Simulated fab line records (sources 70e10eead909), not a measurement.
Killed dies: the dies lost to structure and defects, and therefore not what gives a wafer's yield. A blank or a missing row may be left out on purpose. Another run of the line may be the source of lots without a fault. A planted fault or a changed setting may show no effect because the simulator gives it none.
A lot that was struck, set against a sound lot    flow nand-harc    15 out of 1302 route steps
Sound: these wafers, L985.1, L985.4, L985.6. Wafers L990.2, L990.3, L990.6 were the ones struck. The cause is given at the end.
Each step with rows lists, per side, the tool, then ch with its chambers, then its first start. Under that, the readings that differ: sound wafers    struck wafers    difference of the means    sigmas: that difference in standard deviations of wafers without a fault.
alike: readings with means less than 2 such deviations apart, plus words and numbers identical on both sides. not compared: withheld readings, readings lacking a value on some wafer, bounds such as >300 that could conceal the same value, and numbers that have no deviation in the record and whose values overlap.
The two part at a step that has a row with sigmas, a row that says differs or no value, or rows on one side only. Numbers that have no deviation but don't overlap get no sigmas and don't part them. Lack of a reading on every wafer of one side parts them only where that side has two or more wafers.

NHARC_A_CONTACT_OVL_MEAS_43:
  sound on overlay-02, day 26 03:52; struck on overlay-01, day 28 13:40
reading            sound           struck       difference  sigmas
overlay-x-nm (nm)  -0.6 -0.3 -0.9  1.8 1.0 1.5  +2.0        +2
  alike: overlay-y-nm
NHARC_A_CONTACT_INSPECT_44:
  sound on defect-inspect-02, day 26 03:55; struck on defect-inspect-01, day 28 13:41
  alike: raw-defect-count
then, 2 steps without rows for these wafers: NHARC_A_CONTACT_DESCUM_47 (chemistry O2, time 3 s); NHARC_A_CONTACT_ETCH_48 (etches the open film in CF4, target depth 39 nm, time 65 s).
NHARC_A_CONTACT_ETCH_49: etches the open film in N2/H2, target depth 260 nm, time 475.3 s.
  sound on rie-diel-05 ch 0,2,3; struck on rie-diel-09 ch 2,3
  alike: bias-w, chamber-pressure-mTorr, drypump-motor-current-A, oes-product-au, rf-vpp-V, showerhead-plenum-p-Torr, throttle-valve-pct
  not compared: rf-hours-counter-h
then, 1 step without rows for these wafers: NHARC_A_CONTACT_ETCH_50 (etches the open film in CF4/CHF3, target depth 121 nm, time 60.5 s).
NHARC_A_CONTACT_ETCH_51: etches the open film in O2/COS, target depth 7000 nm, time 1820 s.
  sound on rie-diel-05 ch 0,3; struck on rie-diel-09 ch 0,1,3
  alike: bias-w, chamber-pressure-mTorr, drypump-motor-current-A, o2-flow-sccm, oes-product-au, rf-vpp-V, showerhead-plenum-p-Torr, throttle-valve-pct
  not compared: rf-hours-counter-h
then, 1 step without rows for these wafers: NHARC_A_CONTACT_ETCH_111 (etches the open film in C4F8/O2/Ar, time 140 s, target depth 700 nm).
NHARC_A_CONTACT_ETCH_112: etches the open film in C4F8/O2/Ar, time 190 s, target depth 1850 nm.
  sound on har-cap-etch-02 ch 0,1, day 26 06:10; struck on har-cap-etch-01 ch 0,1, day 28 15:47
  alike: chamber-pressure-mTorr, oes-air-line-au
  not compared: rf-hours-counter-h
NHARC_A_CONTACT_ETCH_113: etches the open film in C4F8/O2/Ar, time 190 s, target depth 1850 nm.
  sound on har-cap-etch-02 ch 0,1, day 26 06:21; struck on har-cap-etch-01 ch 0,1, day 28 15:57
  alike: chamber-pressure-mTorr, oes-air-line-au
  not compared: rf-hours-counter-h
then, 1 step without rows for these wafers: NHARC_A_CONTACT_ETCH_114 (etches the open film in C4F8/O2/Ar, time 190 s, target depth 1850 nm).
NHARC_A_CONTACT_ETCH_115: etches the open film in C4F8/O2/Ar, time 190 s, target depth 1850 nm.
  sound on har-cap-etch-02 ch 0,1, day 26 06:41; struck on har-cap-etch-01 ch 0,1, day 28 16:17
  alike: chamber-pressure-mTorr, oes-air-line-au
  not compared: rf-hours-counter-h
NHARC_A_CONTACT_ETCH_116: etches the open film in C4F8/O2/Ar, time 190 s, target depth 1850 nm.
  sound on har-cap-etch-02 ch 0,1, day 26 06:52; struck on har-cap-etch-01 ch 0,1, day 28 16:28
  no value came back on the struck wafers for chamber-pressure-mTorr (mTorr), oes-air-line-au (a.u.); on the sound wafers chamber-pressure-mTorr (mTorr) reads 19.984 19.987 19.999
  not compared: rf-hours-counter-h
then, 1 step without rows for these wafers: NHARC_A_CONTACT_ETCH_117 (etches the open film in C4F8/O2/Ar, time 190 s, target depth 1850 nm).
-- break in the record here, with 3 days between the starts of the struck wafers on either side (left off in module A_CONTACT, picked up again in module END, where the first step shown is number 1302 on the route) --
NHARC_END_SORT_01:
  sound on prober-02 ch 0, day 29 03:16; struck on prober-01 ch 0, day 31 12:25
reading          sound     struck                                                                difference                    sigmas
hold             - - -     await-dispo/2.7h/scrap await-dispo/2.7h/scrap await-dispo/2.7h/scrap  no value on the sound wafers  
killed-at-array  35 25 49  675 674 676                                                           +639                          +29
killed-dies      37 28 51  677 677 677                                                           +638                          +28
  alike: killed-at-other, killed-at-periphery, killed-open, killed-short

## WHERE THEY PART
Last at NHARC_END_SORT_01 as far as this record goes, first at NHARC_A_CONTACT_OVL_MEAS_43.

WHY: what the simulator had put in
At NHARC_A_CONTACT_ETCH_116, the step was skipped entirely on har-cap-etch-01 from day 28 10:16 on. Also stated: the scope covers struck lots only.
